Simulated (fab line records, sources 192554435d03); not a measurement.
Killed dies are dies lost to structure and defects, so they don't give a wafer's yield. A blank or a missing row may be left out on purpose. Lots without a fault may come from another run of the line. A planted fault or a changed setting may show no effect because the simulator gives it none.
fab line records | flow n5_finfet
record lots=7 wafers=21
route steps=1938 shown SD_EPI_N@288 SD_EPI_P@321 SD_ACTIVATION@330 HKMG_FIN@428 MOL_CONTACT_COAG@581 BEOL_M0_SAQP@673 BEOL_M0_CUTY@713 BEOL_M1@755 BEOL_M2@867
start_h: hours from the record's first day to the start of the lot's first wafer shown | wait_h: hours since the lot's step before | " the same as in the row above | L1.1+2: a row that stands for several wafers | - no value, or no start given | * or withheld: withheld | < > ~ a bound
route shown NAME@n: a module of which the file shows steps, and the number in the route of the first | usual: mean/standard deviation of fault-free wafers | same: alike in all rows | chamber/n: place in a boat | sites: the reading at each site | _std_site: their standard deviation | _edge_site: outer sites' mean less inner sites' | radius_mm: how far each site lies from the wafer's centre | mask NAME#n: copy n | behind: the tool/chamber that last shaped the wafer | hold: why the lot was held/for how many hours/how that ended | device: the transistor (n, p or np) that didn't switch | end of line: the same wafers' tests at the end of the route | a step without rows: its recipe alone | killed: dies lost to structure and defects at the first sort, not the wafer's yield | map: a wafer's dies, x killed, . not, _ none there
set.NAME: the setting as run; set.NAME@STEP: as run at that earlier step | model.NAME: the simulator's own value behind a step, which no gauge read
lots whose settings were changed on purpose; a table a step, a row a wafer
## steps
# step N5_SD_EPI_N_EPI_21
# recipe material=Si:P dopant=P temp_c=680 pressure_torr=255 time_s=690
# columns lot.wafer tool chamber start_h wait_h set.temp_c model.Si-P_of_SD_EPI_N_EPI_21.thk_nm
L085.1 epi_rpcvd-03 0 122.66 0.1 680 60.2
L085.2 " 0 " " 681.3 61.2
L085.3 " 0 " " 681.3 61
L086.1 epi_rpcvd-02 0 126.28 0.1 684 62.2
L086.2 " 0 " " 684 62.6
L086.4 " 0 " " 680 58.4
L088.3 epi_rpcvd-01 0 135.24 0.9 684.5 62
L088.4 " 0 " " 684.5 63
L088.6 " 0 " " 680 57.4
L089.1 epi_rpcvd-01 0 139.40 0.1 680 59.4
L089.4 " 0 " " 681.5 60.6
L089.6 " 0 " " 681.5 61.2
L090.1 epi_rpcvd-03 0 146.38 0.1 677.7 55.8
L090.4 " 0 " " 677.7 55.4
L090.6 " 0 " " 680 58.4
L091.2 epi_rpcvd-03 0 152.17 0.4 677.9 56.6
L091.3 " 0 " " 677.9 57.2
L091.5 " 0 " " 680 58.6
L096.4 epi_rpcvd-03 0 185.44 1.2 680 57.6
L096.5 " 0 " " 680 59
L096.6 " 0 " " 680 58.6
# step N5_SD_EPI_N_PRECLEAN_24
# recipe chemistry=O3/DIW time_s=60 temp_c=22 o3_ppm=10
# step N5_SD_EPI_N_SRD_25
# recipe time_s=30 temp_c=23 rinse_liquid=diw dry=ipa_marangoni
# step N5_SD_EPI_N_PRECLEAN_49
# recipe chemistry=NF3:NH3 afs_cycles=1 temp_c=30 time_s=20 sublimation_temp_c=180 sublimation_time_s=60 pressure_torr=3 rf_power_w=30
# columns lot.wafer tool chamber start_h wait_h set.target_thk_a@SPACER0_ALD_08 model.SiNx_of_SPACER0_ALD_08.thk_nm
L085.1 remote_plasma-01 1 124.48 0.0 21.28 1.2
L085.2+3 " 1 " " 20 1
L086.1+2+4 remote_plasma-02 1 128.11 0.0 18.17 1
L088.3 remote_plasma-01 0 136.93 0.1 20 1
L088.4+6 " 0 " " 22.28 1.4
L089.1+4+6 remote_plasma-01 0 141.28 0.0 20.95 1.2
L090.1 remote_plasma-01 0 148.20 0.0 20 1
L090.4 " 0 " " 22.28 1.2
L090.6 " 0 " " 22.28 1.4
L091.2 remote_plasma-02 0 153.74 0.1 20 1
L091.3+5 " 0 " " 18.4 1
L096.4+5+6 remote_plasma-02 1 186.79 0.1 20 1
# step N5_SD_EPI_N_LINER_46
# recipe material=SiNx target_thk_a=30 temp_c=400 ald_precursor_family=SiH2I2 ald_co_reactant=N2/H2-plasma pressure_torr=2
# step N5_SD_EPI_P_EPI_21
# recipe material=SiGe:B dopant=B temp_c=550 pressure_torr=20 ambient=H2 time_s=355
# step N5_SD_EPI_P_HM_STRIP_48
# recipe chemistry=H3PO4 temp_c=160 material=SiNx target=SiNx target_depth_a=30 overetch_fraction=0.3
# columns lot.wafer tool chamber start_h wait_h set.temp_c@SD_EPI_N_EPI_21 model.Si-P_of_SD_EPI_N_EPI_21.thk_nm
L085.1 wet_bench-04 0 129.01 0.0 680 59.4
L085.2 " 7 " " 681.3 60.6
L085.3 " 3 " " 681.3 60.4
L086.1 wet_bench-05 7 132.62 0.0 684 61.6
L086.2 " 4 " " 684 62
L086.4 " 2 " " 680 57.8
L088.3 wet_bench-05 4 141.27 0.0 684.5 61.4
L088.4 " 3 " " 684.5 62.2
L088.6 " 5 " " 680 56.8
L089.1 wet_bench-02 2 145.80 0.0 680 58.8
L089.4 " 3 " " 681.5 60
L089.6 " 4 " " 681.5 60.4
L090.1 wet_bench-02 3 153.10 0.0 677.7 55
L090.4 " 0 " " 677.7 54.8
L090.6 " 2 " " 680 57.6
L091.2 wet_bench-02 3 158.59 0.0 677.9 56
L091.3 " 4 " " 677.9 56.6
L091.5 " 1 " " 680 57.8
L096.4 wet_bench-05 2 192.60 0.0 680 57
L096.5 " 4 " " 680 58.2
L096.6 " 3 " " 680 58
# step N5_SD_EPI_P_SRD_49
# recipe dry=ipa_marangoni time_s=30 temp_c=23 rinse_liquid=diw
# step N5_SD_EPI_P_PRECLEAN_24
# recipe chemistry=O3/DIW time_s=45 temp_c=22 o3_ppm=10
# step N5_SD_ACTIVATION_RTA_00
# recipe temp_c=975 time_s=0 ambient=N2 idle_temp_c=600 ramp_up_c_per_s=150 ramp_down_c_per_s=60 cool_to_c=600
# step N5_SD_ACTIVATION_LSA_01
# recipe temp_c=1080 time_s=0.0008 ambient=N2
# step N5_SD_ACTIVATION_RS_MEAS_03
# recipe thk_meas_gauge=four-point-probe
# usual RS_SD_N=22.0/0.33 RS_SD_P=55.9/0.95
# columns lot.wafer tool chamber start_h wait_h set.temp_c@SD_EPI_N_EPI_21 RS_SD_N[ohm/sq] RS_SD_P[ohm/sq]
L085.1 film_metro-01 - 129.58 0.2 680 21.6 53.4
L085.2 " - " " 681.3 21.3 54.6
L085.3 " - " " 681.3 21.2 55.6
L086.1 film_metro-01 - 133.19 0.2 684 20.7 55.8
L086.2 " - " " 684 20.8 55.6
L086.4 " - " " 680 22.3 55.7
L088.3 film_metro-01 - 142.01 0.2 684.5 21.0 56.6
L088.4 " - " " 684.5 20.9 55.9
L088.6 " - " " 680 22.5 56.7
L089.1 film_metro-01 - 146.37 0.2 680 21.8 55.6
L089.4 " - " " 681.5 21.2 55.9
L089.6 " - " " 681.5 21.3 56.1
L090.1 film_metro-01 - 153.68 0.2 677.7 23.4 56.8
L090.4 " - " " 677.7 23.5 55.6
L090.6 " - " " 680 22.5 57.5
L091.2 film_metro-01 - 159.18 0.2 677.9 22.5 56.3
L091.3 " - " " 677.9 22.5 56.3
L091.5 " - " " 680 22.3 55.6
L096.4 film_metro-01 - 193.23 0.1 680 22.3 57.6
L096.5 " - " " 680 22.2 58.4
L096.6 " - " " 680 22.2 58.7
# step N5_HKMG_FIN_PEB_10
# recipe peb_temp_c=withheld peb_time_s=60 resist=CAR-ArF
# columns lot.wafer tool chamber start_h wait_h set.peb_time_s
L085.1+2 litho_track-04 0 146.04 0.1 60
L085.3 " 0 " " 70.37
L086.1 litho_track-02 0 150.78 0.1 54.07
L086.2+4 " 0 " " 60
L088.3+4 litho_track-03 0 160.17 0.0 72.33
L088.6 " 0 " " 60
L089.1+4+6 litho_track-02 0 162.10 0.1 60
L090.1 litho_track-03 0 170.38 0.1 60
L090.4+6 " 0 " " 69.45
L091.2+3+5 litho_track-02 0 175.97 0.0 60
L096.4+5+6 litho_track-03 0 209.35 0.0 60
# step N5_HKMG_FIN_DEVELOP_11
# recipe develop_time_s=30 developer=TMAH resist=CAR-ArF dev_temp_c=23 rinse_liquid=diw dry=air_spin
# columns lot.wafer tool chamber start_h wait_h set.develop_time_s
L085.1 litho_track-04 0 - - 36.44
L085.2+3 " 0 " " 30
L086.1+4 litho_track-02 0 - - 32.96
L086.2 " 0 " " 30
L088.3 litho_track-03 0 - - 30
L088.4+6 " 0 " " 36.18
L089.1+4 litho_track-02 0 - - 30
L089.6 " 0 " " 24.81
L090.1+4+6 litho_track-03 0 - - 30
L091.2+3+5 litho_track-02 0 - - 30
L096.4+5+6 litho_track-03 0 - - 30
# step N5_HKMG_FIN_CD_MEAS_12
# recipe target_cd_nm=92.8 landing_energy_ev=500 detector=se_inlens
# usual cd_nm=92.2/0.65
# columns lot.wafer tool chamber start_h wait_h set.peb_time_s@HKMG_FIN_PEB_10 cd_nm
L085.1 cd_sem-03 0 146.11 - 60 92.9
L085.2 " 0 " " 60 92.6
L085.3 " 0 " " 70.37 97.3
L086.1 cd_sem-01 0 150.85 - 54.07 88.4
L086.2 " 0 " " 60 92.4
L086.4 " 0 " " 60 92.1
L088.3 cd_sem-01 0 160.24 - 72.33 98.2
L088.4 " 0 " " 72.33 99.5
L088.6 " 0 " " 60 93.0
L089.1 cd_sem-02 0 162.17 - 60 91.1
L089.4 " 0 " " 60 90.2
L089.6 " 0 " " 60 90.0
L090.1 cd_sem-02 0 170.44 - 60 92.0
L090.4 " 0 " " 69.45 97.0
L090.6 " 0 " " 69.45 98.1
L091.2 cd_sem-03 0 176.03 - 60 91.6
L091.3 " 0 " " 60 92.2
L091.5 " 0 " " 60 92.6
L096.4 cd_sem-03 0 209.42 - 60 92.5
L096.5 " 0 " " 60 92.0
L096.6 " 0 " " 60 92.1
# step N5_MOL_CONTACT_COAG_ETCH_91
# recipe chemistry=N2/H2 target=SOC target_depth_a=600 overetch_a=210 mask_material=SiARC temp_c=40 time_s=101.2 ion_energy_ev=200 pressure_mtorr=30 source_w=840 bias_w=150 n2_flow_sccm=200 h2_flow_sccm=200
# usual rf_vpp_V=524.6/2.5
# columns lot.wafer tool chamber start_h wait_h set.source_w rf_vpp_V
L085.1 rie_diel-02 3 172.39 0.0 840 524.8
L085.2 " 1 " " 713.7 554.6
L085.3 " 0 " " 840 523.1
L086.1 rie_diel-05 0 177.82 0.0 968.6 497.8
L086.2 " 1 " " 840 522.2
L086.4 " 1 " " 840 522.3
L089.1 rie_diel-01 3 187.71 0.0 840 525.0
L089.4 " 2 " " 959.6 503.1
L089.6 " 3 " " 959.6 502.4
L088.3 rie_diel-02 3 189.66 0.0 840 524.2
L088.4 " 1 " " 984.6 498.0
L088.6 " 2 " " 984.6 501.2
L091.2 rie_diel-01 2 206.55 0.0 840 526.3
L091.3 " 3 " " 943.8 505.7
L091.5 " 3 " " 840 525.5
L090.1 rie_diel-05 1 208.16 0.0 840 522.2
L090.4 " 3 " " 777.1 540.4
L090.6 " 2 " " 840 523.2
L096.4 rie_diel-05 1 233.33 0.0 840 523.0
L096.5 " 0 " " 840 523.6
L096.6 " 3 " " 840 528.6
# step N5_BEOL_M0_SAQP_ETCH_107
# recipe chemistry=CH3F/O2 target=SiNx target_depth_a=300 mask_material=SOC pressure_mtorr=30 source_w=395 bias_w=73 Ar_flow_sccm=150 CH3F_flow_sccm=30 O2_flow_sccm=20 ion_energy_ev=120
# columns lot.wafer tool chamber start_h wait_h set.source_w model.BEOL_M0_SAQP.feature_depth_nm
L085.1 rie_diel-03 3 187.23 0.0 395 29.6
L085.2 " 1 " " 428.9 31.2
L085.3 " 0 " " 428.9 30.4
L086.1+4 rie_diel-04 2,0 189.76 0.0 395 30
L086.2 " 1 " " 395 30.4
L088.3 rie_diel-04 2 204.00 0.0 395 30.2
L088.4 " 1 " " 395 31
L088.6 " 0 " " 349.4 29.4
L089.1+4 rie_diel-06 0,2 204.37 0.0 361.6 28.8
L089.6 " 2 " " 361.6 28.6
L091.2 rie_diel-04 3 216.68 0.0 395 30.4
L091.3 " 1 " " 395 30.6
L091.5 " 0 " " 448.6 31.8
L090.1 rie_diel-06 3 219.00 0.0 395 30.4
L090.4 " 1 " " 395 30.2
L090.6 " 1 " " 331.3 28
L096.4 rie_diel-03 3 243.47 0.0 395 29.6
L096.5 " 1 " " 395 30
L096.6 " 0 " " 395 29.2
# step N5_BEOL_M0_CUTY_ETCH_63
# recipe chemistry=N2/H2 target=SOC target_depth_a=827 overetch_a=165 mask_material=SiARC temp_c=40 ion_energy_ev=200 time_s=124 pressure_mtorr=30 source_w=840 bias_w=150 n2_flow_sccm=200 h2_flow_sccm=200
# usual rf_vpp_V=524.8/2.6
# columns lot.wafer tool chamber start_h wait_h set.source_w rf_vpp_V
L085.1 rie_diel-05 0 192.21 0.0 840 524.5
L085.2 " 1 " " 840 523.8
L085.3 " 3 " " 840 528.9
L086.1 rie_diel-05 3 193.16 0.0 840 527.0
L086.2 " 1 " " 840 524.6
L086.4 " 1 " " 840 522.3
L088.3 rie_diel-01 2 207.83 0.0 840 526.5
L088.4 " 0 " " 840 528.2
L088.6 " 0 " " 840 527.4
L089.1 rie_diel-05 2 208.53 0.0 768.3 539.0
L089.4 " 2 " " 840 523.5
L089.6 " 1 " " 840 524.1
L091.2 rie_diel-01 3 219.66 0.0 840 524.7
L091.3 " 0 " " 840 530.4
L091.5 " 2 " " 964.4 502.3
L090.1 rie_diel-02 0 221.83 0.0 887 510.3
L090.4 " 2 " " 840 527.1
L090.6 " 0 " " 840 520.9
L096.4 rie_diel-01 0 246.81 0.1 840 527.1
L096.5 " 3 " " 840 525.8
L096.6 " 2 " " 840 526.9
# step N5_BEOL_M1_COAT_61
# recipe resist=SOC temp_c=250 time_s=60 spin_rpm=1500 resist_thk_nm=60
# columns lot.wafer tool chamber start_h wait_h set.spin_rpm model.SOC_of_BEOL_M1_COAT_61.thk_nm
L085.1+3 litho_track-04 0 207.39 0.1 1639 57.4
L085.2 " 0 " " 1500 60
L086.1+2 litho_track-04 0 207.56 0.1 1500 60
L086.4 " 0 " " 1500 59.8
L088.3 litho_track-03 0 212.69 0.1 1442 61
L088.4 " 0 " " 1500 59.8
L088.6 " 0 " " 1442 61.2
L089.1 litho_track-04 0 214.10 0.1 1595 58
L089.4 " 0 " " 1500 59.6
L089.6 " 0 " " 1500 59.8
L091.2+5 litho_track-02 0 225.14 0.1 1381 62.8
L091.3 " 0 " " 1500 60.4
L090.1 litho_track-03 0 229.45 0.1 1500 59.6
L090.4 " 0 " " 1410 61.8
L090.6 " 0 " " 1500 60
L096.4+5 litho_track-02 0 254.94 0.1 1500 60
L096.6 " 0 " " 1500 60.2
# step N5_BEOL_M1_EXPOSE_08
# recipe mask_id=M1 na=0.33 source_shape=dipole sigma_inner=0.369 sigma_outer=0.767 polarization=unpolarized dose_mj=33
# columns lot.wafer tool chamber start_h wait_h mask set.dose_mj
L085.1+2+3 euv_scanner-01 0 207.53 - M1#0 33
L086.1+4 euv_scanner-01 0 207.70 - M1#0 32.25
L086.2 " 0 " " M1#0 33
L088.3+4+6 euv_scanner-02 0 212.97 - M1#0 34.22
L089.1 euv_scanner-02 0 214.24 - M1#0 33
L089.4+6 " 0 " " M1#0 34.28
L091.2+5 euv_scanner-02 0 225.29 - M1#0 33
L091.3 " 0 " " M1#0 31.68
L090.1+4+6 euv_scanner-02 0 229.59 - M1#0 33
L096.4+5+6 euv_scanner-02 0 255.09 - M1#0 33
# step N5_BEOL_M1_PEB_09
# recipe peb_temp_c=100 peb_time_s=60 resist=CAR-EUV
# step N5_BEOL_M1_DEVELOP_10
# recipe develop_time_s=30 developer=TMAH resist=CAR-EUV rinse_liquid=surfactant_rinse dry=air_spin dev_temp_c=23
# step N5_BEOL_M1_CD_MEAS_11
# recipe target_cd_nm=17.05 landing_energy_ev=500 detector=se_inlens polarity=opening
# usual cd_nm=17.00/0.23
# columns lot.wafer tool chamber start_h wait_h set.dose_mj@BEOL_M1_EXPOSE_08 cd_nm
L085.1 cd_sem-02 0 207.66 - 33 17.00
L085.2 " 0 " " 33 17.13
L085.3 " 0 " " 33 17.09
L086.1 cd_sem-02 0 207.83 - 32.25 16.38
L086.2 " 0 " " 33 17.22
L086.4 " 0 " " 32.25 16.61
L088.3 cd_sem-01 0 213.08 - 34.22 17.72
L088.4 " 0 " " 34.22 17.40
L088.6 " 0 " " 34.22 17.68
L089.1 cd_sem-01 0 214.37 - 33 16.98
L089.4 " 0 " " 34.28 17.75
L089.6 " 0 " " 34.28 17.69
L091.2 cd_sem-02 0 225.41 - 33 16.90
L091.3 " 0 " " 31.68 16.22
L091.5 " 0 " " 33 17.19
L090.1 cd_sem-03 0 229.72 - 33 16.88
L090.4 " 0 " " 33 17.12
L090.6 " 0 " " 33 16.54
L096.4 cd_sem-01 0 255.21 - 33 16.72
L096.5 " 0 " " 33 16.73
L096.6 " 0 " " 33 16.85
# step N5_BEOL_M1_DESCUM_16
# recipe chemistry=O2 time_s=7 source_power_w=50 bias_power_w=20 pressure_mtorr=20 rf_frequency_hz=2.712e+07 temp_c=40 resist=CAR-EUV o2_flow_sccm=225
# step N5_BEOL_M1_ETCH_74
# recipe chemistry=N2/H2 target=underlayer target_depth_a=65 mask_material=CAR-EUV time_s=5.2 ion_energy_ev=200 pressure_mtorr=30 source_w=840 bias_w=150 n2_flow_sccm=200 h2_flow_sccm=200 ends=cleared
# columns lot.wafer tool chamber start_h wait_h set.dose_mj@BEOL_M1_EXPOSE_08 model.BEOL_M1.cd_offset_nm
L085.1+2+3 rie_diel-04 1,2,3 207.81 0.0 33 0
L086.1 rie_diel-06 3 207.98 0.0 32.25 -0.8
L086.2 " 0 " " 33 0
L086.4 " 1 " " 32.25 -0.4
L088.3+4 rie_diel-06 2,1 213.24 0.0 34.22 0.6
L088.6 " 3 " " 34.22 0.4
L089.1 rie_diel-04 2 214.52 0.0 33 0
L089.4 " 1 " " 34.28 0.6
L089.6 " 2 " " 34.28 0.8
L091.2+5 rie_diel-03 3,2 225.57 0.0 33 -0.2
L091.3 " 1 " " 31.68 -0.8
L090.1+4 rie_diel-03 2,3 229.88 0.0 33 -0.4
L090.6 " 2 " " 33 -0.6
L096.4 rie_diel-04 2 255.46 0.0 33 -0.2
L096.5 " 3 " " 33 0
L096.6 " 0 " " 33 0.2
# step N5_BEOL_M1_ETCH_63
# recipe chemistry=CF4 target=SiARC target_depth_a=156 mask_material=CAR-EUV time_s=26 ion_energy_ev=80 pressure_mtorr=40 source_w=545 bias_w=36 Ar_flow_sccm=100 cf4_flow_sccm=100 ends=cleared
# columns lot.wafer tool chamber start_h wait_h set.dose_mj@BEOL_M1_EXPOSE_08 model.BEOL_M1.cd_offset_nm
L085.1+2+3 rie_diel-04 1,2,3 207.83 0.0 33 0
L086.1 rie_diel-06 3 208.00 0.0 32.25 -0.8
L086.2 " 0 " " 33 -0.2
L086.4 " 1 " " 32.25 -0.4
L088.3 rie_diel-06 2 213.26 0.0 34.22 0.4
L088.4+6 " 1,3 " " 34.22 0.6
L089.1 rie_diel-04 2 214.54 0.0 33 0
L089.4 " 1 " " 34.28 0.6
L089.6 " 2 " " 34.28 0.8
L091.2+5 rie_diel-03 3,2 225.58 0.0 33 0
L091.3 " 1 " " 31.68 -0.8
L090.1+4+6 rie_diel-03 2,3,2 229.90 0.0 33 -0.4
L096.4+5 rie_diel-04 2,3 255.48 0.0 33 0
L096.6 " 0 " " 33 0.2
# step N5_BEOL_M1_ETCH_64
# recipe chemistry=N2/H2 target=SOC target_depth_a=750 overetch_a=150 mask_material=SiARC temp_c=40 time_s=112.5 ion_energy_ev=200 pressure_mtorr=30 source_w=840 bias_w=150 n2_flow_sccm=200 h2_flow_sccm=200
# columns lot.wafer tool chamber start_h wait_h set.spin_rpm@BEOL_M1_COAT_61 set.dose_mj@BEOL_M1_EXPOSE_08 model.etch.depth_nm model.BEOL_M1.cd_offset_nm
L085.1 rie_diel-04 1 207.86 0.0 1639 33 57.49 0
L085.2 " 2 " " 1500 33 60.01 0.2
L085.3 " 3 " " 1639 33 57.34 0
L086.1 rie_diel-06 3 208.03 0.0 1500 32.25 59.98 -1
L086.2 " 0 " " 1500 33 60.02 -0.2
L086.4 " 1 " " 1500 32.25 59.88 -0.8
L088.3 rie_diel-06 2 213.28 0.0 1442 34.22 61.01 0.4
L088.4 " 1 " " 1500 34.22 59.89 0.4
L088.6 " 3 " " 1442 34.22 61.13 0.4
L089.1 rie_diel-04 2 214.57 0.0 1595 33 57.99 0
L089.4 " 1 " " 1500 34.28 59.69 0.6
L089.6 " 2 " " 1500 34.28 59.84 0.8
L091.2 rie_diel-03 3 225.61 0.0 1381 33 62.71 -0.2
L091.3 " 1 " " 1500 31.68 60.32 -1
L091.5 " 2 " " 1381 33 62.85 0
L090.1 rie_diel-03 2 229.93 0.0 1500 33 59.58 -0.4
L090.4 " 3 " " 1410 33 61.71 -0.6
L090.6 " 2 " " 1500 33 59.91 -0.4
L096.4 rie_diel-04 2 255.50 0.0 1500 33 60.08 -0.2
L096.5 " 3 " " 1500 33 60.07 0
L096.6 " 0 " " 1500 33 60.26 0.4
# step N5_BEOL_M2_COAT_67
# recipe resist=SOC temp_c=250 time_s=60 spin_rpm=1500 resist_thk_nm=60
# columns lot.wafer tool chamber start_h wait_h set.spin_rpm model.SOC_of_BEOL_M2_COAT_67.thk_nm
L085.1 litho_track-04 0 215.29 0.0 1500 60
L085.2 " 0 " " 1500 60.2
L085.3 " 0 " " 1348 63.4
L086.1 litho_track-05 0 216.52 0.0 1500 60.4
L086.2 " 0 " " 1500 60
L086.4 " 0 " " 1586 58.6
L088.3+6 litho_track-04 0 221.93 0.0 1500 60.2
L088.4 " 0 " " 1500 60
L089.1+4 litho_track-04 0 230.84 0.0 1500 60.2
L089.6 " 0 " " 1500 60
L091.2+3 litho_track-01 0 236.59 0.0 1590 58.4
L091.5 " 0 " " 1500 60.2
L090.1+6 litho_track-05 0 238.04 0.0 1372 62.8
L090.4 " 0 " " 1372 62.6
L096.4+5+6 litho_track-04 0 266.86 0.0 1500 60.2
## key
split step=N5_SD_EPI_N_EPI_21 setting=temp_c stated=680 by=wafer
response step=N5_SD_EPI_N_EPI_21 reading=model.Si-P_of_SD_EPI_N_EPI_21.thk_nm change=+7.14 per=1% r=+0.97
response step=N5_SD_EPI_P_HM_STRIP_48 reading=model.Si-P_of_SD_EPI_N_EPI_21.thk_nm change=+7 per=1% r=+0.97
response step=N5_SD_ACTIVATION_RS_MEAS_03 reading=RS_SD_N change=-2.27 per=1% r=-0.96
split step=N5_HKMG_FIN_PEB_10 setting=peb_time_s stated=60 by=wafer
response step=N5_HKMG_FIN_CD_MEAS_12 reading=cd_nm change=+0.303 per=1% r=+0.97
split step=N5_HKMG_FIN_DEVELOP_11 setting=develop_time_s stated=30 by=wafer
response none clear
split step=N5_MOL_CONTACT_COAG_ETCH_91 setting=source_w stated=840 by=wafer
response step=N5_MOL_CONTACT_COAG_ETCH_91 reading=rf_vpp_V change=-1.68 per=1% r=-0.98
split step=N5_BEOL_M0_SAQP_ETCH_107 setting=source_w stated=395 by=wafer
response step=N5_BEOL_M0_SAQP_ETCH_107 reading=model.BEOL_M0_SAQP.feature_depth_nm change=+0.121 per=1% r=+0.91
split step=N5_BEOL_M0_CUTY_ETCH_63 setting=source_w stated=840 by=wafer
response step=N5_BEOL_M0_CUTY_ETCH_63 reading=rf_vpp_V change=-1.79 per=1% r=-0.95
split step=N5_BEOL_M1_COAT_61 setting=spin_rpm stated=1500 by=wafer
response step=N5_BEOL_M1_COAT_61 reading=model.SOC_of_BEOL_M1_COAT_61.thk_nm change=-0.296 per=1% r=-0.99
response step=N5_BEOL_M1_ETCH_64 reading=model.etch.depth_nm change=-0.296 per=1% r=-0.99
split step=N5_BEOL_M1_EXPOSE_08 setting=dose_mj stated=33 by=wafer
response step=N5_BEOL_M1_CD_MEAS_11 reading=cd_nm change=+0.216 per=1% r=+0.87
response step=N5_BEOL_M1_ETCH_74 reading=model.BEOL_M1.cd_offset_nm change=+0.179 per=1% r=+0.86
response step=N5_BEOL_M1_ETCH_63 reading=model.BEOL_M1.cd_offset_nm change=+0.188 per=1% r=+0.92
response step=N5_BEOL_M1_ETCH_64 reading=model.BEOL_M1.cd_offset_nm change=+0.218 per=1% r=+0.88
split step=N5_BEOL_M2_COAT_67 setting=spin_rpm stated=1500 by=wafer
response step=N5_BEOL_M2_COAT_67 reading=model.SOC_of_BEOL_M2_COAT_67.thk_nm change=-0.311 per=1% r=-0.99
split outside_this_file step=N5_SPACER0_ALD_08 setting=target_thk_a
# split outside_this_file: this setting was split too, and the file shows its column; the key of that split is in another file
